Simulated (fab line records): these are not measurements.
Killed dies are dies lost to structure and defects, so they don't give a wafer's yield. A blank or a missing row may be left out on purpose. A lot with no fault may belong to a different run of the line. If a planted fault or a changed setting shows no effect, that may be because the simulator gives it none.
Split-lot trial ; flow n5-finfet ; route with 1938 steps; 7 lots, 21 wafers read

## SPLIT DETAILS
At N5_BEOL_M5_EXPOSE_25 (exposes mask V4, defocus 10 nm), the setting dose-mj was moved away from the recipe's 52.75 on 4 of the 21 wafers read, by -4.6% to +6.1%. This setting was run at the recipe's value on the other wafers.

## FROM THE SPLIT TO THE READING: what the file shows between them, 2 steps
- N5_BEOL_M5_PEB_26: peb time 60 s
- N5_BEOL_M5_DEVELOP_27: develop time 30 s

## THE READING
cd-nm, in nm, at N5_BEOL_M5_CD_MEAS_28 (target cd 30.6 nm, target cd y 20 nm). A value of 30.55 nm with a standard deviation of 0.22 nm is what fault-free wafers of this fab line usually give.

wafer;tool, chamber at the split;dose-mj as run;against the recipe;cd-nm, nm;against lot-mates on the recipe
L076.2;euv-scanner-02, 0;52.75;recipe;30.50;-
L076.4;euv-scanner-02, 0;52.75;recipe;30.35;-
L076.6;euv-scanner-02, 0;52.75;recipe;30.84;-
L081.2;euv-scanner-02, 0;52.75;recipe;30.51;-
L081.3;euv-scanner-02, 0;52.75;recipe;30.11;-
L081.5;euv-scanner-02, 0;52.75;recipe;30.53;-
L083.2;euv-scanner-02, 0;52.75;recipe;30.48;-
L083.5;euv-scanner-02, 0;52.75;recipe;30.65;-
L083.6;euv-scanner-02, 0;55.95;+6.1%;31.96;+1.40
L084.1;euv-scanner-02, 0;52.75;recipe;31.08;-
L084.2;euv-scanner-02, 0;51.29;-2.8%;29.60;-1.06
L084.5;euv-scanner-02, 0;52.75;recipe;30.25;-
L087.1;euv-scanner-01, 0;50.34;-4.6%;29.06;-1.43
L087.4;euv-scanner-01, 0;52.75;recipe;30.23;-
L087.6;euv-scanner-01, 0;52.75;recipe;30.74;-
L097.2;euv-scanner-01, 0;52.75;recipe;30.66;-
L097.4;euv-scanner-01, 0;52.75;recipe;30.73;-
L097.6;euv-scanner-01, 0;55.67;+5.5%;31.56;+0.86
L096.1;euv-scanner-01, 0;52.75;recipe;30.70;-
L096.5;euv-scanner-01, 0;52.75;recipe;30.22;-
L096.6;euv-scanner-01, 0;52.75;recipe;30.82;-

THE FIT
A straight line over all 21 wafers: cd-nm changes by +0.248 nm for each +1% of dose-mj; r = +0.90; the points scatter about the line by 0.27 nm.
The same after taking each lot's own level away (the mean of its wafers on the recipe; 21 wafers): +0.239 nm for each +1%; r = +0.90; scatter 0.27 nm.
On that fit, the largest move of dose-mj shifts the reading by 1.5 nm.
The span of the lots' own levels, 30.383 to 30.695 nm, comes to 1.4 times the standard deviation stated above.
The two slopes agree, so the slope changes little with the lot-to-lot level.
Check: for one of the wafers moved furthest among these (+6.1%), held out of the fit, the line's prediction against its lot-mates is +1.39 nm. Against them it came out at +1.4 nm.

## ADDITIONAL SPLITS CARRIED BY THESE WAFERS
Before the reading, these wafers also passed through other splits. Each is held against what the fit with the lots' levels taken away leaves over:
other split on the same wafers;wafers away from the commonest value;r with cd-nm (lot level and that fit taken away)
N5_BEOL_M3_COAT_76 spin-rpm;6;-0.20
N5_BEOL_M4_COAT_62 spin-rpm;4;-0.10
N5_BEOL_M4_COAT_73 spin-rpm;5;+0.27
N5_BEOL_M4_TRENCH_ETCH_37 source-w;6;+0.07

## THE WHOLE CHAIN: every reading that the file lists as answering this split, in the file's order
step;what it does;reading;change (the file's fit);r (the file's)
N5_BEOL_M5_CD_MEAS_28;target cd 30.6 nm, target cd y 20 nm;cd-nm;+0.236 nm for each +1% of the setting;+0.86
N5_BEOL_M5_ETCH_75;etches underlayer in N2/H2, target depth 6.5 nm, time 5.2 s;BEOL_M5.cd-nm (the simulator's own value, which no gauge read);+0.189 nm for each +1% of the setting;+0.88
N5_BEOL_M5_ETCH_68;etches SOC in N2/H2, target depth 80 nm, overetch 16 nm, time 120 s;BEOL_M5.cd-nm (the simulator's own value, which no gauge read);+0.235 nm for each +1% of the setting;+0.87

## FILE'S OWN FIT
cd-nm changes by +0.236 nm for each +1% of dose-mj, r = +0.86.
